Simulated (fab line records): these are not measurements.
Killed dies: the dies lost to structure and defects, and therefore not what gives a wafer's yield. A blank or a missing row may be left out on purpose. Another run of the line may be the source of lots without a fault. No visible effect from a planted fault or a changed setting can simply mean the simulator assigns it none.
fab line records	flow n5Finfet
record lots=24	wafers=72	lastDay=18
route steps=1938 shown BEOL_M0_SAQP@693 BEOL_M0@723 BEOL_M1@786
lots with no fault: from the same line, run without faults
startH: start of the lot's first displayed wafer, in hours after the record's first day	waitH: hours from the lot's prior step to this one	" repeats the value in the row above	L1.1+2: several wafers, shown together as one row	- no value, or no start given	* or withheld: withheld	< > ~ a bound
route shown NAME@n: a module of which the file shows steps, and the number in the route of the first	usual: mean/standard deviation taken from wafers without a fault	same: alike in all rows	chamber/n: place in a boat	sites: the reading at each site	_std_site: the values' standard deviation	_edge_site: mean of outer sites minus mean of inner sites	radiusMm: for every site, how far away it sits from the centre of the wafer	mask NAME#n: copy n	behind: tool/chamber where the wafer was last shaped	hold: why the lot went on hold/how many hours it stayed there/how the hold came to an end	device: the transistor (n, p or np) that didn't switch	end of line: at the end of the route, the tests of the same wafers	step lacking rows: just its recipe	killed: count of dies lost to structure and defects at first sort (not the wafer's yield)	map: per-die view of a wafer (x killed, . not killed, _ where there is no die)
set.NAME: the setting that was run; set.NAME@STEP: the one run at that earlier step	model.NAME: the simulator's own value behind a step, which no gauge read
a sample of lots followed through the steps of the route, with each step as a table and each wafer as a row
services: from which hour (startH, from the record's first day; less than 0 if before it) a tool's chamber was out of use, for how many hours, and why
## steps
# step N5_BEOL_M0_SAQP_ETCH_88
# recipe chemistry=N2/H2	target=underlayer	targetDepthA=65	timeS=5.2	ionEnergyEv=200	maskMaterial=CAR-EUV	pressureMtorr=30	sourceW=840	biasW=150	n2FlowSccm=200	h2FlowSccm=200	ends=cleared
# usual biasW=150.1/0.41	drypumpMotorCurrentA=5.8/0.36	etchRfOnTimeS=5.19/0.062	oesProductAu=0.68/0.076	rfVppV=524.6/2	showerheadPlenumPTorr=2.57/0.063	throttleValvePct=17.9/0.33
lot.wafer	tool	chamber	startH	waitH	biasW	drypumpMotorCurrentA	etchRfOnTimeS	oesProductAu	rfHoursCounterH	rfVppV	showerheadPlenumPTorr	throttleValvePct
L074.1	rieDiel-06	2	115.25	0.0	149.7	5.2	5.13	0.73	56	524.7	2.58	18.0
L074.2	"	0	"	"	149.9	5.8	5.25	0.61	205	526.2	2.63	17.9
L074.5	"	2	"	"	150.4	5.2	5.14	0.72	-	527.3	2.58	18.0
L075.1	rieDiel-03	3	118.87	0.0	149.6	6.3	5.20	0.65	138	527.3	2.65	17.7
L075.2	"	1	"	"	149.1	6.1	5.23	0.64	149	528.8	2.65	18.3
L075.3	"	0	"	"	150.2	5.6	5.11	0.78	29	522.7	2.49	17.2
L076.3	rieDiel-06	0	123.05	0.0	150.1	5.7	5.20	0.61	209	525.1	2.63	17.9
L076.4	"	2	"	"	150.5	5.2	5.13	0.73	-	525.7	2.58	18.0
L076.6	"	3	"	"	150.5	5.8	5.20	0.56	-	526.6	2.61	17.8
L077.4	rieDiel-03	0	133.09	0.0	149.7	5.6	5.15	0.77	33	522.5	2.49	17.3
L077.5	"	1	"	"	150.3	6.1	5.19	0.64	-	525.9	2.65	18.3
L077.6	"	0	"	"	150.6	5.6	5.10	0.79	-	524.5	2.49	17.2
L078.4	rieDiel-06	3	136.98	0.0	150.3	5.8	5.30	0.57	-	524.5	2.61	17.9
L078.5	"	2	"	"	149.9	5.2	5.22	0.71	-	524.2	2.58	18.0
L078.6	"	0	"	"	149.7	5.7	5.28	0.59	-	525.5	2.62	17.9
L079.2	rieDiel-06	1	148.04	0.0	150.2	5.9	5.28	0.60	208	523.4	2.51	18.4
L079.4	"	2	"	"	149.5	5.2	5.17	0.71	-	525.9	2.58	18.0
L079.6	"	0	"	"	150.2	5.8	5.24	0.60	-	528.0	2.62	17.9
L080.1	rieDiel-04	2	149.08	0.0	149.2	5.7	5.12	0.70	90	522.4	2.47	17.9
L080.4	"	0	"	"	150.0	6.3	5.30	0.57	243	521.5	2.51	18.3
L080.5	"	3	"	"	150.7	5.5	5.10	0.68	-	524.9	2.56	17.8
L081.3	rieDiel-06	1	159.84	0.0	150.5	5.9	5.23	0.60	212	520.9	2.51	18.4
L081.5	"	3	"	"	150.2	5.8	5.15	0.82	-	526.8	2.61	17.4
L081.6	"	2	"	"	149.9	5.2	5.18	0.71	-	524.0	2.58	18.0
L082.1	rieDiel-06	1	162.69	0.0	149.6	5.9	5.27	0.60	213	526.1	2.51	18.4
L082.3	"	0	"	"	150.7	5.8	5.20	0.59	223	524.4	2.62	17.9
L082.5	"	3	"	"	150.2	5.8	5.13	0.81	-	526.2	2.61	17.4
L083.2	rieDiel-06	1	169.13	0.0	151.1	5.9	5.22	0.60	216	523.9	2.51	18.3
L083.5	"	0	"	"	149.4	5.8	5.19	0.59	-	525.6	2.62	17.9
L083.6	"	3	"	"	150.8	5.8	5.07	0.81	-	527.6	2.60	17.4
L084.1	rieDiel-06	1	174.14	0.0	149.2	5.9	5.28	0.60	217	523.2	2.51	18.4
L084.3	"	0	"	"	149.6	5.7	5.28	0.59	227	526.4	2.62	17.9
L084.6	"	3	"	"	149.9	5.8	5.14	0.79	-	524.9	2.60	17.4
L085.1	rieDiel-06	0	181.01	0.0	149.7	5.7	5.26	0.58	230	524.5	2.62	17.9
L085.2	"	1	"	"	149.8	5.9	5.32	0.60	220	525.1	2.51	18.4
L085.3	"	2	"	"	149.9	5.2	5.16	0.71	80	524.8	2.57	18.0
L086.3	rieDiel-03	3	191.22	0.0	150.8	6.3	5.19	0.65	159	526.6	2.64	17.7
L086.4	"	0	"	"	150.8	5.6	5.10	0.76	50	521.5	2.48	17.3
L086.5	"	3	"	"	150.8	6.3	5.19	0.65	-	525.2	2.64	17.7
L087.2	rieDiel-06	1	194.24	0.0	150.4	5.9	5.32	0.59	223	522.9	2.51	18.4
L087.3	"	2	"	"	150.4	5.2	5.19	0.70	84	526.7	2.57	18.1
L087.6	"	1	"	"	150.1	5.9	5.28	0.60	-	522.7	2.51	18.4
L088.2	rieDiel-06	3	196.45	0.0	150.1	5.8	5.08	0.79	12	525.2	2.60	17.4
L088.4	"	0	"	"	150.1	5.7	5.28	0.59	234	524.2	2.62	17.9
L088.6	"	0	"	"	150.7	5.7	5.24	0.59	-	524.6	2.62	17.9
L090.1	rieDiel-03	0	212.22	0.0	150.3	5.6	5.15	0.75	57	522.8	2.48	17.3
L090.2	"	1	"	"	149.3	6.1	5.27	0.62	176	524.0	2.64	18.3
L090.6	"	1	"	"	149.9	6.1	5.15	0.64	-	525.0	2.64	18.3
L091.1	rieDiel-04	2	216.33	0.0	150.2	5.6	5.19	0.69	114	523.9	2.46	18.0
L091.4	"	2	"	"	149.9	5.7	5.10	0.70	-	521.2	2.46	18.0
L091.6	"	0	"	"	150.1	6.3	5.16	0.80	-	522.0	2.50	18.0
L089.2	rieDiel-03	2	217.80	0.0	150.4	6.3	5.09	0.77	28	522.8	2.48	17.6
L089.3	"	3	"	"	150.4	6.3	5.30	0.64	166	526.1	2.63	17.7
L089.6	"	0	"	"	150.1	5.7	5.17	0.76	-	520.2	2.48	17.3
L092.3	rieDiel-03	2	223.25	0.0	151.3	6.3	5.10	0.77	29	519.9	2.48	17.7
L092.4	"	0	"	"	150.4	5.6	5.15	0.74	60	522.1	2.48	17.3
L092.6	"	3	"	"	150.4	6.3	5.20	0.64	-	525.7	2.63	17.7
L093.1	rieDiel-03	1	226.75	0.0	150.0	6.1	5.22	0.63	181	527.6	2.64	18.3
L093.3	"	3	"	"	150.2	6.3	5.19	0.63	169	525.9	2.63	17.7
L093.4	"	0	"	"	150.3	5.6	5.13	0.74	62	523.0	2.48	17.3
L094.1	rieDiel-06	2	234.54	0.0	149.6	5.2	5.19	0.69	95	522.8	2.57	18.1
L094.5	"	1	"	"	150.0	5.9	5.33	0.59	-	523.4	2.50	18.4
L094.6	"	2	"	"	150.4	5.2	5.28	0.69	-	524.9	2.57	18.1
L095.2	rieDiel-03	1	238.79	0.0	150.3	6.1	5.24	0.63	185	525.7	2.64	18.3
L095.5	"	3	"	"	150.4	6.4	5.21	0.63	-	527.8	2.63	17.8
L095.6	"	0	"	"	149.4	5.6	5.20	0.73	-	522.8	2.47	17.3
L096.1	rieDiel-04	3	250.66	0.0	150.1	5.5	5.13	0.65	133	522.7	2.55	17.8
L096.2	"	0	"	"	150.0	6.3	5.19	0.76	21	524.0	2.49	18.0
L096.3	"	2	"	"	150.5	5.6	5.20	0.68	124	521.1	2.45	18.0
L097.1	rieDiel-03	1	252.87	0.0	150.6	6.1	5.23	0.63	189	526.8	2.64	18.3
L097.2	"	0	"	"	149.8	5.6	5.17	0.74	69	520.5	2.47	17.3
L097.4	"	3	"	"	149.5	6.3	5.19	0.63	177	524.7	2.63	17.8
# step N5_BEOL_M0_OCD_MEAS_108
# usual trenchDepthNm=32.7/0.56
lot.wafer	tool	chamber	startH	waitH	trenchDepthNm
L074.1	ocd-01	-	118.65	0.1	32.4
L074.2	"	-	"	"	32.4
L074.5	"	-	"	"	32.6
L075.1	ocd-01	-	125.00	0.1	32.3
L075.2	"	-	"	"	32.8
L075.3	"	-	"	"	32.8
L076.3	ocd-01	-	128.29	0.1	32.6
L076.4	"	-	"	"	32.2
L076.6	"	-	"	"	33.3
L077.4	ocd-01	-	138.50	0.1	32.9
L077.5	"	-	"	"	32.2
L077.6	"	-	"	"	32.2
L078.4	ocd-02	-	142.20	0.0	32.1
L078.5	"	-	"	"	32.7
L078.6	"	-	"	"	32.3
L079.2	ocd-02	-	150.19	0.1	32.9
L079.4	"	-	"	"	33.0
L079.6	"	-	"	"	32.3
L080.1	ocd-01	-	154.57	0.1	32.8
L080.4	"	-	"	"	32.5
L080.5	"	-	"	"	33.5
L081.3	ocd-01	-	163.60	0.1	32.4
L081.5	"	-	"	"	32.5
L081.6	"	-	"	"	32.8
L082.1	ocd-02	-	164.91	0.1	32.8
L082.3	"	-	"	"	31.7
L082.5	"	-	"	"	32.9
L083.2	ocd-02	-	176.29	0.1	31.9
L083.5	"	-	"	"	32.6
L083.6	"	-	"	"	32.7
L084.1	ocd-02	-	176.53	0.1	32.1
L084.3	"	-	"	"	32.9
L084.6	"	-	"	"	33.1
L085.1	ocd-02	-	184.90	0.1	32.3
L085.2	"	-	"	"	31.9
L085.3	"	-	"	"	33.1
L086.3	ocd-01	-	195.99	0.1	33.1
L086.4	"	-	"	"	32.7
L086.5	"	-	"	"	31.7
L087.2	ocd-01	-	196.39	0.1	32.8
L087.3	"	-	"	"	32.8
L087.6	"	-	"	"	31.7
L088.2	ocd-02	-	200.35	0.1	33.2
L088.4	"	-	"	"	33.4
L088.6	"	-	"	"	31.8
L090.1	ocd-02	-	215.85	0.1	32.4
L090.2	"	-	"	"	32.4
L090.6	"	-	"	"	31.8
L091.1	ocd-01	-	221.10	0.1	32.3
L091.4	"	-	"	"	33.5
L091.6	"	-	"	"	33.6
L089.2	ocd-02	-	221.22	0.1	32.7
L089.3	"	-	"	"	33.2
L089.6	"	-	"	"	32.6
L092.3	ocd-02	-	227.17	0.1	32.5
L092.4	"	-	"	"	31.8
L092.6	"	-	"	"	32.9
L093.1	ocd-02	-	233.35	0.1	33.1
L093.3	"	-	"	"	32.4
L093.4	"	-	"	"	33.5
L094.1	ocd-02	-	237.74	0.1	32.3
L094.5	"	-	"	"	32.4
L094.6	"	-	"	"	33.2
L095.2	ocd-02	-	244.28	0.1	33.4
L095.5	"	-	"	"	33.5
L095.6	"	-	"	"	33.6
L096.1	ocd-01	-	256.15	0.1	31.7
L096.2	"	-	"	"	32.9
L096.3	"	-	"	"	34.1
L097.1	ocd-01	-	257.80	0.1	34.2
L097.2	"	-	"	"	32.8
L097.4	"	-	"	"	33.1
# step N5_BEOL_M0_SURFACE_TREAT_137
# recipe gas=Ar	timeS=*	ionEnergyEv=*	ionCurrentMaCm2=0.5	pressureMtorr=*	arFlowSccm=30
# usual arFlowSccm=30.00/0.1	throttleValvePct=*
lot.wafer	tool	chamber	startH	waitH	arFlowSccm	throttleValvePct
L074.1	pvdSputter-01	-	119.84	0.2	30.02	*
L074.2	"	-	"	"	29.96	*
L074.5	"	-	"	"	29.93	*
L075.1	pvdSputter-03	-	125.92	0.2	29.84	*
L075.2	"	-	"	"	30.18	*
L075.3	"	-	"	"	30.12	*
L076.3	pvdSputter-01	-	129.19	0.2	30.07	*
L076.4	"	-	"	"	30.12	*
L076.6	"	-	"	"	29.90	*
L077.4	pvdSputter-02	-	139.87	0.4	30.02	*
L077.5	"	-	"	"	30.14	*
L077.6	"	-	"	"	29.89	*
L078.4	pvdSputter-01	-	144.07	0.1	29.97	*
L078.5	"	-	"	"	29.99	*
L078.6	"	-	"	"	30.01	*
L079.2	pvdSputter-03	-	152.83	0.1	30.01	*
L079.4	"	-	"	"	30.11	*
L079.6	"	-	"	"	30.04	*
L080.1	pvdSputter-03	-	155.95	0.3	29.93	*
L080.4	"	-	"	"	29.89	*
L080.5	"	-	"	"	29.90	*
L081.3	pvdSputter-01	-	164.59	0.1	30.03	*
L081.5	"	-	"	"	30.21	*
L081.6	"	-	"	"	30.08	*
L082.1	pvdSputter-03	-	165.53	0.1	30.51	*
L082.3	"	-	"	"	30.03	*
L082.5	"	-	"	"	30.02	*
L083.2	pvdSputter-02	-	177.30	0.1	29.91	*
L083.5	"	-	"	"	29.96	*
L083.6	"	-	"	"	30.02	*
L084.1	pvdSputter-02	-	177.34	0.2	30.08	*
L084.3	"	-	"	"	30.05	*
L084.6	"	-	"	"	30.13	*
L085.1	pvdSputter-03	-	186.24	0.2	29.99	*
L085.2	"	-	"	"	29.94	*
L085.3	"	-	"	"	29.97	*
L086.3	pvdSputter-01	-	196.88	0.1	29.98	*
L086.4	"	-	"	"	29.88	*
L086.5	"	-	"	"	29.93	*
L087.2	pvdSputter-01	-	197.07	0.1	29.94	*
L087.3	"	-	"	"	29.93	*
L087.6	"	-	"	"	30.12	*
L088.2	pvdSputter-01	-	201.36	0.2	29.96	*
L088.4	"	-	"	"	29.94	*
L088.6	"	-	"	"	29.89	*
L090.1	pvdSputter-03	-	220.49	3.3	29.95	*
L090.2	"	-	"	"	30.06	*
L090.6	"	-	"	"	30.06	*
L091.1	pvdSputter-02	-	222.24	0.3	29.90	*
L091.4	"	-	"	"	30.03	*
L091.6	"	-	"	"	30.01	*
L089.2	pvdSputter-02	-	222.32	0.2	30.02	*
L089.3	"	-	"	"	29.95	*
L089.6	"	-	"	"	30.11	*
L092.3	pvdSputter-03	-	228.57	0.3	30.13	*
L092.4	"	-	"	"	29.96	*
L092.6	"	-	"	"	30.06	*
L093.1	pvdSputter-02	-	234.29	0.2	30.02	*
L093.3	"	-	"	"	29.84	*
L093.4	"	-	"	"	30.19	*
L094.1	pvdSputter-01	-	240.55	0.1	30.07	*
L094.5	"	-	"	"	29.98	*
L094.6	"	-	"	"	30.04	*
L095.2	pvdSputter-02	-	245.47	0.4	30.04	*
L095.5	"	-	"	"	30.04	*
L095.6	"	-	"	"	29.94	*
L096.1	pvdSputter-03	-	257.86	0.3	29.94	*
L096.2	"	-	"	"	29.97	*
L096.3	"	-	"	"	30.01	*
L097.1	pvdSputter-02	-	259.16	0.4	30.01	*
L097.2	"	-	"	"	30.07	*
L097.4	"	-	"	"	30.03	*
# step N5_BEOL_M0_ANNEAL_135
# recipe tempC=400	timeS=60	ambient=vacuum
# usual heaterPowerW=830/100	susceptorTempC=400.02/0.2
lot.wafer	tool	chamber	startH	waitH	heaterPowerW	susceptorTempC
L074.1	pvdSputter-01	-	120.46	0.0	858	400.23
L074.2	"	-	"	"	619	400.11
L074.5	"	-	"	"	935	399.87
L075.1	pvdSputter-01	-	127.91	0.0	855	399.90
L075.2	"	-	"	"	863	400.12
L075.3	"	-	"	"	924	399.82
L076.3	pvdSputter-02	-	131.45	0.0	885	400.13
L076.4	"	-	"	"	776	400.24
L076.6	"	-	"	"	768	400.28
L077.4	pvdSputter-02	-	140.47	0.0	871	399.92
L077.5	"	-	"	"	897	399.69
L077.6	"	-	"	"	750	400.04
L078.4	pvdSputter-02	-	145.99	0.0	750	400.13
L078.5	"	-	"	"	892	399.87
L078.6	"	-	"	"	721	400.37
L079.2	pvdSputter-03	-	153.59	0.0	940	400.50
L079.4	"	-	"	"	835	399.84
L079.6	"	-	"	"	912	400.14
L080.1	pvdSputter-03	-	156.51	0.0	734	400.07
L080.4	"	-	"	"	843	400.33
L080.5	"	-	"	"	755	400.02
L081.3	pvdSputter-01	-	165.09	0.0	862	400.15
L081.5	"	-	"	"	619	399.99
L081.6	"	-	"	"	967	399.93
L082.1	pvdSputter-03	-	166.08	0.0	837	400.00
L082.3	"	-	"	"	920	399.82
L082.5	"	-	"	"	925	400.03
L083.2	pvdSputter-01	-	179.43	0.0	934	399.95
L083.5	"	-	"	"	631	400.31
L083.6	"	-	"	"	846	399.77
L084.1	pvdSputter-02	-	179.56	0.0	871	400.01
L084.3	"	-	"	"	937	400.23
L084.6	"	-	"	"	781	400.11
L085.1	pvdSputter-02	-	186.86	0.0	714	400.05
L085.2	"	-	"	"	887	399.76
L085.3	"	-	"	"	965	400.15
L086.3	pvdSputter-02	-	197.36	0.0	759	400.26
L086.4	"	-	"	"	936	399.81
L086.5	"	-	"	"	891	399.91
L087.2	pvdSputter-01	-	197.55	0.0	625	399.85
L087.3	"	-	"	"	831	400.14
L087.6	"	-	"	"	605	400.08
L088.2	pvdSputter-01	-	203.88	0.0	862	400.03
L088.4	"	-	"	"	942	400.05
L088.6	"	-	"	"	882	400.03
L090.1	pvdSputter-01	-	221.07	0.0	940	400.28
L090.2	"	-	"	"	636	399.95
L090.6	"	-	"	"	843	399.83
L091.1	pvdSputter-02	-	222.73	0.0	887	400.02
L091.4	"	-	"	"	759	399.70
L091.6	"	-	"	"	758	400.02
L089.2	pvdSputter-02	-	223.25	0.0	726	399.86
L089.3	"	-	"	"	766	399.82
L089.6	"	-	"	"	927	399.87
L092.3	pvdSputter-01	-	229.15	0.0	844	399.93
L092.4	"	-	"	"	951	400.07
L092.6	"	-	"	"	611	400.40
L093.1	pvdSputter-03	-	234.84	0.0	734	400.30
L093.3	"	-	"	"	912	400.10
L093.4	"	-	"	"	824	400.02
L094.1	pvdSputter-02	-	241.07	0.0	927	400.00
L094.5	"	-	"	"	757	399.65
L094.6	"	-	"	"	942	400.22
L095.2	pvdSputter-03	-	247.35	0.0	948	400.11
L095.5	"	-	"	"	931	399.68
L095.6	"	-	"	"	913	400.21
L096.1	pvdSputter-02	-	258.57	0.0	722	399.88
L096.2	"	-	"	"	757	400.25
L096.3	"	-	"	"	893	399.86
L097.1	pvdSputter-03	-	260.02	0.0	747	400.27
L097.2	"	-	"	"	923	399.72
L097.4	"	-	"	"	849	400.06
# step N5_BEOL_M1_CD_MEAS_28
# recipe landingEnergyEv=500	detector=seInlens	targetCdYNm=23.3
# usual cdNm=23.98/0.24
lot.wafer	tool	chamber	startH	waitH	cdNm
L074.1	cdSem-01	0	125.28	-	24.00
L074.2	"	0	"	"	24.17
L074.5	"	0	"	"	24.11
L075.1	cdSem-02	0	130.70	-	23.82
L075.2	"	0	"	"	23.73
L075.3	"	0	"	"	24.10
L076.3	cdSem-01	0	134.51	-	23.87
L076.4	"	0	"	"	24.13
L076.6	"	0	"	"	23.85
L077.4	cdSem-01	0	148.54	-	23.74
L077.5	"	0	"	"	23.55
L077.6	"	0	"	"	24.07
L078.4	cdSem-01	0	152.54	-	24.24
L078.5	"	0	"	"	23.98
L078.6	"	0	"	"	23.71
L079.2	cdSem-03	0	157.16	-	23.86
L079.4	"	0	"	"	24.20
L079.6	"	0	"	"	23.72
L080.1	cdSem-01	0	162.67	-	23.76
L080.4	"	0	"	"	23.89
L080.5	"	0	"	"	24.10
L081.3	cdSem-01	0	168.52	-	23.93
L081.5	"	0	"	"	23.86
L081.6	"	0	"	"	24.20
L082.1	cdSem-01	0	169.14	-	24.12
L082.3	"	0	"	"	24.43
L082.5	"	0	"	"	23.95
L083.2	cdSem-01	0	184.03	-	23.78
L083.5	"	0	"	"	23.41
L083.6	"	0	"	"	23.71
L084.1	cdSem-01	0	184.26	-	24.42
L084.3	"	0	"	"	23.63
L084.6	"	0	"	"	23.56
L085.1	cdSem-02	0	190.89	-	24.35
L085.2	"	0	"	"	24.16
L085.3	"	0	"	"	24.23
L086.3	cdSem-01	0	201.66	-	24.28
L086.4	"	0	"	"	24.32
L086.5	"	0	"	"	24.68
L087.2	cdSem-01	0	201.75	-	23.76
L087.3	"	0	"	"	23.67
L087.6	"	0	"	"	23.99
L088.2	cdSem-02	0	208.38	-	24.00
L088.4	"	0	"	"	24.36
L088.6	"	0	"	"	23.84
L090.1	cdSem-02	0	223.87	-	24.31
L090.2	"	0	"	"	23.85
L090.6	"	0	"	"	23.57
L091.1	cdSem-02	0	228.29	-	24.06
L091.4	"	0	"	"	24.26
L091.6	"	0	"	"	24.08
L089.2	cdSem-02	0	228.68	-	23.86
L089.3	"	0	"	"	23.67
L089.6	"	0	"	"	24.11
L092.3	cdSem-03	0	234.83	-	24.29
L092.4	"	0	"	"	24.04
L092.6	"	0	"	"	24.08
L093.1	cdSem-02	0	238.63	-	23.58
L093.3	"	0	"	"	24.14
L093.4	"	0	"	"	23.92
L094.1	cdSem-02	0	245.37	-	23.96
L094.5	"	0	"	"	24.02
L094.6	"	0	"	"	24.30
L095.2	cdSem-02	0	253.64	-	23.91
L095.5	"	0	"	"	23.97
L095.6	"	0	"	"	23.69
L096.1	cdSem-02	0	263.18	-	24.15
L096.2	"	0	"	"	23.82
L096.3	"	0	"	"	24.04
L097.1	cdSem-01	0	263.51	-	24.20
L097.2	"	0	"	"	23.92
L097.4	"	0	"	"	23.89
# step N5_BEOL_M1_ETCH_69
# recipe chemistry=CF4	target=SiARC	targetDepthA=156	maskMaterial=CAR-EUV	timeS=26	ionEnergyEv=80	pressureMtorr=40	sourceW=545	biasW=36	Ar_flow_sccm=100	cf4FlowSccm=100	ends=cleared
# usual biasW=36.00/0.1	drypumpMotorCurrentA=5.8/0.34	etchRfOnTimeS=25.9/0.35	oesProductAu=0.68/0.076	rfVppV=184.2/0.9	showerheadPlenumPTorr=2.15/0.053	throttleValvePct=15.6/0.34
lot.wafer	tool	chamber	startH	waitH	biasW	drypumpMotorCurrentA	etchRfOnTimeS	oesProductAu	rfHoursCounterH	rfVppV	showerheadPlenumPTorr	throttleValvePct
L074.1	rieDiel-03	1	125.46	0.0	36.00	6.1	26.1	0.65	152	184.6	2.23	16.0
L074.2	"	2	"	"	36.12	6.3	25.3	0.86	1	183.4	2.11	15.3
L074.5	"	0	"	"	36.12	5.6	25.5	0.78	-	184.6	2.09	15.0
L075.1	rieDiel-03	1	130.87	0.0	36.01	6.1	26.1	0.65	153	184.5	2.23	16.0
L075.2	"	0	"	"	36.00	5.6	25.4	0.79	33	183.2	2.09	15.0
L075.3	"	2	"	"	36.04	6.3	25.1	0.85	2	183.6	2.11	15.3
L076.3	rieDiel-03	3	134.73	0.0	36.04	6.3	25.7	0.66	142	184.0	2.24	15.6
L076.4	"	1	"	"	35.90	6.1	26.2	0.65	154	184.8	2.23	16.0
L076.6	"	3	"	"	36.00	6.3	26.1	0.66	-	184.1	2.24	15.6
L077.4	rieDiel-06	0	149.53	0.0	36.03	5.7	26.0	0.60	-	184.0	2.20	15.7
L077.5	"	2	"	"	35.97	5.2	25.9	0.71	-	183.5	2.17	15.8
L077.6	"	1	"	"	35.89	5.9	26.5	0.60	-	182.9	2.12	16.1
L078.4	rieDiel-06	2	152.74	0.0	35.93	5.2	25.6	0.71	-	185.4	2.17	15.8
L078.5	"	0	"	"	35.98	5.7	26.0	0.60	-	185.0	2.20	15.7
L078.6	"	1	"	"	36.07	5.9	26.2	0.60	-	183.9	2.12	16.1
L079.2	rieDiel-04	0	157.43	0.0	35.92	6.3	26.2	0.57	246	185.3	2.11	16.1
L079.4	"	3	"	"	35.98	5.4	25.6	0.69	108	183.8	2.16	15.5
L079.6	"	0	"	"	35.96	6.3	26.1	0.57	-	183.4	2.11	16.1
L080.1	rieDiel-04	2	162.85	0.0	35.99	5.6	25.8	0.71	94	183.0	2.07	15.5
L080.4	"	0	"	"	35.92	6.2	26.5	0.57	248	185.0	2.11	16.1
L080.5	"	2	"	"	35.84	5.6	25.8	0.71	-	182.4	2.07	15.5
L081.3	rieDiel-03	0	168.69	0.0	36.10	5.7	25.7	0.76	44	184.8	2.09	15.0
L081.5	"	1	"	"	36.05	6.1	26.3	0.64	-	184.4	2.23	16.0
L081.6	"	0	"	"	36.11	5.7	25.9	0.77	-	183.5	2.09	15.0
L082.1	rieDiel-04	1	169.31	0.0	35.85	5.6	25.8	0.59	214	185.2	2.21	15.7
L082.3	"	0	"	"	36.04	6.3	26.4	0.56	249	185.1	2.11	16.1
L082.5	"	1	"	"	35.88	5.5	25.6	0.59	-	185.6	2.21	15.7
L083.2	rieDiel-06	3	184.22	0.0	35.98	5.8	25.3	0.80	9	183.8	2.19	15.2
L083.5	"	2	"	"	36.15	5.2	25.3	0.71	-	184.0	2.17	15.8
L083.6	"	1	"	"	35.86	5.9	26.0	0.60	-	183.4	2.12	16.1
L084.1	rieDiel-03	3	184.44	0.0	35.90	6.3	26.2	0.65	156	184.3	2.23	15.6
L084.3	"	1	"	"	36.00	6.1	26.5	0.64	168	184.9	2.23	16.0
L084.6	"	3	"	"	36.08	6.3	26.4	0.65	-	184.8	2.23	15.6
L085.1	rieDiel-03	1	191.13	0.0	36.08	6.1	26.3	0.63	170	185.4	2.23	16.0
L085.2	"	2	"	"	35.98	6.3	25.6	0.79	20	183.7	2.10	15.3
L085.3	"	3	"	"	36.15	6.3	26.3	0.64	159	184.7	2.23	15.6
L086.3	rieDiel-06	2	201.83	0.0	35.90	5.2	25.9	0.70	86	184.2	2.16	15.8
L086.4	"	0	"	"	35.95	5.7	26.0	0.59	235	183.6	2.19	15.7
L086.5	"	0	"	"	35.86	5.7	26.0	0.58	-	183.2	2.19	15.7
L087.2	rieDiel-04	0	201.93	0.0	35.92	6.3	25.8	0.81	3	183.8	2.11	15.6
L087.3	"	2	"	"	36.00	5.6	25.8	0.70	107	182.3	2.07	15.5
L087.6	"	2	"	"	36.22	5.6	25.8	0.69	-	183.9	2.07	15.5
L088.2	rieDiel-03	3	208.56	0.0	35.98	6.3	26.0	0.64	164	185.6	2.23	15.6
L088.4	"	0	"	"	36.06	5.6	25.7	0.75	56	184.9	2.08	15.0
L088.6	"	1	"	"	35.95	6.1	26.1	0.63	-	184.0	2.22	16.0
L090.1	rieDiel-04	0	224.05	0.0	35.73	6.3	25.7	0.79	13	183.8	2.10	15.6
L090.2	"	2	"	"	36.13	5.6	25.8	0.69	117	183.7	2.07	15.6
L090.6	"	3	"	"	36.05	5.4	25.5	0.67	-	184.7	2.15	15.6
L091.1	rieDiel-03	3	228.47	0.0	36.05	6.3	26.3	0.63	170	185.4	2.23	15.6
L091.4	"	2	"	"	36.02	6.3	25.5	0.77	31	184.4	2.10	15.3
L091.6	"	2	"	"	36.00	6.3	25.4	0.77	-	184.5	2.10	15.4
L089.2	rieDiel-06	3	228.85	0.0	35.89	5.8	25.2	0.78	21	184.5	2.18	15.2
L089.3	"	0	"	"	36.12	5.8	26.0	0.59	243	184.2	2.19	15.7
L089.6	"	0	"	"	36.04	5.8	25.9	0.59	-	184.7	2.19	15.7
L092.3	rieDiel-06	0	235.09	0.0	36.04	5.7	26.0	0.58	245	186.6	2.19	15.7
L092.4	"	2	"	"	36.01	5.2	25.7	0.69	95	183.0	2.16	15.8
L092.6	"	3	"	"	36.09	5.8	25.1	0.76	-	185.1	2.18	15.2
L093.1	rieDiel-06	3	238.81	0.0	35.98	5.8	25.6	0.76	25	184.2	2.18	15.2
L093.3	"	2	"	"	36.02	5.2	25.8	0.70	96	184.1	2.16	15.8
L093.4	"	1	"	"	35.97	5.9	26.3	0.59	235	183.6	2.11	16.1
L094.1	rieDiel-06	1	245.55	0.0	36.16	5.9	26.3	0.59	237	183.7	2.11	16.2
L094.5	"	1	"	"	36.20	5.9	26.4	0.59	-	183.2	2.11	16.1
L094.6	"	0	"	"	35.96	5.8	26.4	0.59	-	184.0	2.19	15.7
L095.2	rieDiel-04	3	253.81	0.0	36.05	5.4	25.6	0.66	135	183.2	2.15	15.6
L095.5	"	3	"	"	36.07	5.4	25.8	0.66	-	184.6	2.15	15.6
L095.6	"	0	"	"	36.05	6.3	25.9	0.76	-	182.5	2.10	15.7
L096.1	rieDiel-06	2	263.35	0.0	36.07	5.2	25.6	0.69	103	184.5	2.16	15.8
L096.2	"	1	"	"	36.16	5.9	26.4	0.59	242	183.2	2.11	16.2
L096.3	"	3	"	"	35.98	5.8	25.4	0.75	33	184.1	2.18	15.2
L097.1	rieDiel-03	1	263.68	0.0	35.84	6.1	26.3	0.62	193	184.9	2.22	16.1
L097.2	"	3	"	"	36.10	6.3	26.5	0.62	180	185.2	2.22	15.6
L097.4	"	2	"	"	36.02	6.3	25.5	0.75	42	183.2	2.10	15.4
## services
tool	chamber	startH	hours	kind
rieDiel-03	2	103.59	-	clean
rieDiel-03	2	103.59	-	consumableReplace:focusRing
rieDiel-03	2	103.59	19.6	scheduledDown
rieDiel-03	2	103.59	19.6	ventCycle
rieDiel-06	1	114.71	23.0	repair
rieDiel-06	3	114.84	4.0	repair
rieDiel-06	3	138.00	-	clean
rieDiel-06	3	138.00	-	consumableReplace:focusRing
rieDiel-06	3	138.00	20.4	scheduledDown
rieDiel-06	3	138.00	20.4	ventCycle
rieDiel-04	1	139.91	2.5	repair
rieDiel-03	1	140.98	6.8	repair
pvdSputter-01	-	141.96	1.9	repair
rieDiel-04	-	163.06	1.1	repair
rieDiel-04	0	170.61	-	clean
rieDiel-04	0	170.61	-	consumableReplace:focusRing
rieDiel-04	0	170.61	19.5	scheduledDown
rieDiel-04	0	170.61	19.5	ventCycle
rieDiel-04	3	206.29	13.1	repair
rieDiel-06	0	255.87	-	clean
rieDiel-06	0	255.87	-	consumableReplace:focusRing
rieDiel-06	0	255.87	11.8	scheduledDown
rieDiel-06	0	255.87	11.8	ventCycle
## key
fault none
